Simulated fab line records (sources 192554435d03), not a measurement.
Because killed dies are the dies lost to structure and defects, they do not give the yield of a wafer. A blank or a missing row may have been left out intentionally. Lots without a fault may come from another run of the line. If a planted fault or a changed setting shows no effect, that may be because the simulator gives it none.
Comparing a struck lot with a sound one | flow n5 finfet | 22 out of 1938 route steps
Sound: the wafers L278.1, L278.5, L278.6. Struck: wafer L290.3. (L290.5 of the same lot was not struck and is left out.) The cause comes at the end.
Order at every step that has rows: each side's tool, ch and its chambers, its first start. Under that, the readings that differ: sound wafers | struck wafers | difference of the means | sigmas: that difference in standard deviations of wafers without a fault.
alike: readings with means less than 2 such deviations apart, plus words and numbers identical on both sides. not compared: withheld readings, readings lacking a value on some wafer, bounds such as >300 that could conceal the same value, and numbers that have no deviation in the record and whose values overlap.
Wherever a step has rows on one side only, a row that says differs or no value, or a row with sigmas, the two part there. When numbers do not overlap yet have no deviation, they are printed without sigmas and do not part them. Lack of a reading on every wafer of one side parts them only where that side has two or more wafers.

first, 6 steps without rows for these wafers: N5_MOL_CONTACT_COAG_COAT_02 (resist thk 30 nm); N5_MOL_CONTACT_COAG_EBR_04; N5_MOL_CONTACT_COAG_SOFTBAKE_03 (time 60 s); N5_MOL_CONTACT_COAG_EXPOSE_05 (exposes mask CA, defocus 0 nm); N5_MOL_CONTACT_COAG_PEB_06 (peb time 60 s); N5_MOL_CONTACT_COAG_DEVELOP_07 (develop time 30 s).
N5_MOL_CONTACT_COAG_CD_MEAS_08: the cd target is 28 nm.
  sound on cd sem-03 ch 0, day 5 06:31; struck on cd sem-01 ch 0, day 8 03:04
  alike: cd nm
N5_MOL_CONTACT_COAG_OVL_MEAS_09:
  sound on overlay-01 ch 0, day 5 06:33; struck on overlay-02 ch 0, day 8 03:06
  reading     | sound        | struck | difference | sigmas
  CA_OVL (nm) | -0.2 0.4 0.0 | -1.8   | -1.9       | -3
N5_MOL_CONTACT_COAG_INSPECT_10: inspects for defects (brightfield).
  sound on defect inspect-01, day 5 06:37; struck on defect inspect-01, day 8 03:09
  alike: raw defect count
N5_MOL_CONTACT_COAG_DESCUM_13: chemistry O2, time 7 s.
  sound on rie diel-01 ch 2,3, day 5 06:38; struck on rie diel-06 ch 2, day 8 03:11
  reading                     | sound       | struck | difference | sigmas
  drypump motor current A (A) | 6.0 5.4 6.0 | 4.6    | -1.2       | -2
  alike: oes product au, rf vpp V, showerhead plenum p Torr, throttle valve pct
  not compared: rf hours counter h
N5_MOL_CONTACT_COAG_ETCH_59: etches underlayer in N2/H2, target depth 13 nm, time 10.4 s.
  sound on rie diel-01 ch 2,3, day 5 06:40; struck on rie diel-06 ch 2, day 8 03:13
  reading                     | sound       | struck | difference | sigmas
  drypump motor current A (A) | 6.0 5.4 6.0 | 4.6    | -1.2       | -2
  alike: etch rf on time s, oes product au, rf vpp V, showerhead plenum p Torr, throttle valve pct
  not compared: rf hours counter h
then, 1 step without rows for these wafers: N5_MOL_CONTACT_COAG_ETCH_105 (etches SiARC in CF4, target depth 15.6 nm, time 26 s).
N5_MOL_CONTACT_COAG_ETCH_106: etches SOC in N2/H2, target depth 80 nm, overetch 16 nm, time 120 s.
  sound on rie diel-01 ch 2,3, day 5 06:43; struck on rie diel-06 ch 2, day 8 03:16
  reading                                              | sound          | struck | difference | sigmas
  drypump motor current A (A)                          | 6.1 5.4 6.0    | 4.6    | -1.2       | -3
  model.SiARC_of_MOL_CONTACT_COAG_COAT_104.thk nm (nm) | 6.2 6.6 6.2    | 4.4    | -1.9       |
  model.MOL_CONTACT_COAG.cd offset nm (nm)             | -0.6 -0.4 -0.4 | 0.8    | +1.3       |
  alike: oes product au, rf vpp V, showerhead plenum p Torr, throttle valve pct
  not compared: rf hours counter h
then, 2 steps without rows for these wafers: N5_MOL_CONTACT_COAG_STRIP_107 (strips in N2/H2); N5_MOL_CONTACT_COAG_STRIP_108 (strips in N2/H2).
N5_MOL_CONTACT_COAG_CONTACT_ETCH_14: etches SiO2 in C4F6/O2, target depth 27.5 nm, overetch 8.5 nm, time 20 s.
  sound on rie diel-01 ch 2,3, day 5 06:49; struck on rie diel-06 ch 2, day 8 03:22
  reading                     | sound       | struck | difference | sigmas
  drypump motor current A (A) | 6.0 5.4 6.0 | 4.6    | -1.2       | -2
  alike: oes product au, rf vpp V, showerhead plenum p Torr, throttle valve pct
  not compared: rf hours counter h
then, 1 step without rows for these wafers: N5_MOL_CONTACT_COAG_STRIP_109 (strips in C4F6/O2).
N5_MOL_CONTACT_COAG_ETCH_15: etches SiNx in CH3F/O2, stops on Si:P, target depth 7 nm.
  sound on rie diel-01 ch 2,3, day 5 06:52; struck on rie diel-06 ch 2, day 8 03:24
  reading                     | sound       | struck | difference | sigmas
  drypump motor current A (A) | 6.0 5.4 6.0 | 4.6    | -1.2       | -2
  alike: oes product au, rf vpp V, showerhead plenum p Torr, throttle valve pct
  not compared: rf hours counter h
N5_MOL_CONTACT_COAG_ETCH_110: etches Si in CF4/O2, target depth 2.5 nm, time 8 s.
  sound on rie diel-01 ch 2,3, day 5 06:55; struck on rie diel-06 ch 2, day 8 03:28
  reading                                  | sound          | struck | difference | sigmas
  drypump motor current A (A)              | 6.1 5.4 6.1    | 4.6    | -1.3       | -3
  model.MOL_CONTACT_COAG.cd offset nm (nm) | -0.4 -0.2 -0.2 | 0.6    | +0.9       |
  alike: oes product au, rf vpp V, showerhead plenum p Torr, throttle valve pct
  not compared: rf hours counter h
N5_MOL_CONTACT_COAG_STRIP_98: strips in N2/H2.
  sound on rie diel-01 ch 2,3, day 5 06:58; struck on rie diel-06 ch 2, day 8 03:31
  reading                     | sound          | struck | difference | sigmas
  drypump motor current A (A) | 6.1 5.4 6.1    | 4.6    | -1.3       | -3
  rf vpp V (V)                | 53.9 54.0 56.4 | 51.1   | -3.7       | -3
  alike: oes product au, showerhead plenum p Torr, throttle valve pct
  not compared: rf hours counter h
-- here the record skips 5 days between the struck wafers' starts before and after, leaving off in module MOL_CONTACT_COAG and picking up in module BEOL_M4 (first step shown: number 1111 of the route) --
N5_BEOL_M4_RC_MEAS_101:
  sound on prober-02 ch 0, day 8 13:40; struck on prober-01 ch 0, day 13 10:14
  reading       | sound          | struck | difference | sigmas
  SS_P (mV/dec) | 73.2 72.6 72.2 | 74.0   | +1.3       | +2
  alike: DIBL_N, DIBL_P, IOFF_N, IOFF_P, ION_N, ION_P, SS_N, VT_N, VT_P
then, 1 step without rows for these wafers: N5_PASSIVATION_PROBE_49.

== WHERE THEY PART ==
Earliest at N5_MOL_CONTACT_COAG_OVL_MEAS_09; latest, in this record, at N5_BEOL_M4_RC_MEAS_101.

WHY: whatever the simulator had introduced
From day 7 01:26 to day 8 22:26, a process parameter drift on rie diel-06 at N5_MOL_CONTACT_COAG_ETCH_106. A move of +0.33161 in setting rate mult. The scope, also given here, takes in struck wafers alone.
